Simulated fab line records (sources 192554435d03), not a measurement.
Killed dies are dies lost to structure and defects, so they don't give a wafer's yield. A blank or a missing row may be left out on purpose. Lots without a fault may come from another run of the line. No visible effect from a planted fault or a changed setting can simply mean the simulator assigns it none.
Chamber matching	flow n5-finfet	4 sister chambers for N5_BEOL_M0_SAQP_ETCH_84 on rie-diel-06
The step etches SOC in N2/H2, target depth 100 nm, overetch 20 nm, time 150 s. 20 wafers are shown with their chamber, then 10 later ones without.

## WAFERS, EACH WITH ITS CHAMBER
wafer	chamber	drypump-motor-current-A (A)	showerhead-plenum-p-Torr (Torr)	throttle-valve-pct (%)
L074.2	0	5.5	2.64	18.4
L074.3	2	5.5	2.46	18.1
L074.6	1	5.9	2.45	18.0
L075.3	2	5.4	2.46	18.1
L075.4	1	5.9	2.45	18.0
L075.6	2	5.5	2.46	18.1
L082.2	2	5.5	2.45	18.1
L082.3	3	6.4	2.43	17.6
L082.6	3	6.3	2.43	17.5
L087.3	3	6.4	2.42	17.6
L087.5	0	5.5	2.63	18.4
L087.6	1	5.9	2.44	18.1
L089.1	3	6.4	2.42	17.6
L089.4	0	5.5	2.62	18.4
L089.6	2	5.5	2.45	18.2
L090.1	1	5.9	2.44	18.1
L090.3	3	6.4	2.42	17.6
L090.4	2	5.5	2.44	18.2
L091.2	3	6.4	2.42	17.6
L091.3	1	5.9	2.44	18.1

SIGNATURES (means of the wafers above)
reading	chamber 0	chamber 1	chamber 2	chamber 3	scatter within a chamber
drypump-motor-current-A	5.500	5.900	5.483	6.383	0.0323
showerhead-plenum-p-Torr	2.6300	2.4440	2.4533	2.4233	0.00701
throttle-valve-pct	18.400	18.060	18.133	17.583	0.0459
Rule: a wafer lies at a distance from a chamber equal to the root of the sum of squares, over the readings, of (its reading less the chamber's mean, divided by the reading's scatter). The wafer belongs to the nearest chamber; if the next one is less than 2 further off, it can't be placed. The scatter: take each reading less its chamber's mean, square it, sum over the shown wafers, divide by the number of wafers less the number of chambers, and take the root.

## WAFERS WITH NO CHAMBER GIVEN
wafer	drypump-motor-current-A (A)	showerhead-plenum-p-Torr (Torr)	throttle-valve-pct (%)
L091.6	5.5	2.44	18.2
L092.3	5.9	2.44	18.1
L092.5	5.5	2.62	18.5
L092.6	5.9	2.44	18.1
L094.1	5.5	2.44	18.2
L094.2	6.4	2.42	17.6
L094.4	5.9	2.44	18.1
L097.4	5.5	2.44	18.2
L097.5	5.5	2.62	18.5
L097.6	6.4	2.42	17.6

## CHAMBER TAKEN BY EACH
wafer	from the rows above	in truth
L091.6	2	2
L092.3	1	1
L092.5	0	0
L092.6	1	1
L094.1	2	2
L094.2	3	3
L094.4	1	1
L097.4	2	2
L097.5	0	0
L097.6	3	3
Correctly placed: 10 of 10. Not placeable from these rows: 0. Number placed wrongly: 0.
